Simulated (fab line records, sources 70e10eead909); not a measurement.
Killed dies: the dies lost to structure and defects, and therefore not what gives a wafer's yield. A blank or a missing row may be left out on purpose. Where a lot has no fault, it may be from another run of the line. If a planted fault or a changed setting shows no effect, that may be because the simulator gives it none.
Chamber matching | flow nandHarc | NHARC_P_GATE_DEP_103 on pecvd-03: 3 sister chambers
The step deposits SiON, target thk 30 nm. 27 wafers are shown with their chamber, then 12 later ones without.

WAFERS PAIRED WITH THEIR CHAMBERS
wafer  | chamber | heaterPowerW (W)
L075.2 | 2       | 623
L075.3 | 0       | 632
L075.4 | 2       | 657
L076.1 | 2       | 698
L076.2 | 1       | 918
L076.3 | 0       | 659
L077.1 | 1       | 935
L077.4 | 1       | 931
L077.5 | 2       | 632
L079.2 | 1       | 880
L079.3 | 2       | 709
L079.5 | 0       | 603
L080.1 | 0       | 654
L080.2 | 2       | 730
L080.5 | 2       | 621
L082.2 | 1       | 843
L082.3 | 2       | 733
L082.5 | 1       | 841
L082.1 | 0       | 579
L082.4 | 2       | 731
L082.6 | 0       | 589
L085.1 | 2       | 716
L085.3 | 1       | 846
L085.4 | 0       | 637
L085.2 | 0       | 660
L085.5 | 1       | 828
L085.6 | 2       | 748

SIGNATURES, as means of the wafers listed above
reading      | chamber 0 | chamber 1 | chamber 2 | scatter within a chamber
heaterPowerW | 626.62    | 877.75    | 690.73    | 43
Rule: distance of a wafer from a chamber = root of the sum over the readings of ((wafer's reading minus chamber's mean) / reading's scatter) squared. The wafer belongs to the nearest chamber; if the next one is less than 2 further off, it can't be placed. The scatter: take each reading less its chamber's mean, square it, sum over the shown wafers, divide by the number of wafers less the number of chambers, and take the root.

WAFERS WITHOUT THEIR CHAMBER
wafer  | heaterPowerW (W)
L091.1 | 784
L091.3 | 650
L091.4 | 639
L090.1 | 603
L090.2 | 675
L090.3 | 847
L090.4 | 580
L090.5 | 639
L090.6 | 861
L095.1 | 697
L095.4 | 885
L095.5 | 703

WHICH CHAMBER EACH WENT THROUGH
wafer  | from the rows above          | in truth
L091.1 | can't be placed: 2 or 1 or 0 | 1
L091.3 | can't be placed: 0 or 2      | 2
L091.4 | can't be placed: 0 or 2      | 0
L090.1 | can't be placed: 0 or 2      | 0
L090.2 | can't be placed: 2 or 0      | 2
L090.3 | 1                            | 1
L090.4 | can't be placed: 0 or 2      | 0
L090.5 | can't be placed: 0 or 2      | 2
L090.6 | 1                            | 1
L095.1 | can't be placed: 2 or 0      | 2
L095.4 | 1                            | 1
L095.5 | can't be placed: 2 or 0      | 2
Correctly placed: 3 of 12. Cannot be placed on the basis of these rows: 9; the candidates contain the true chamber in 9. Number placed wrongly: 0.
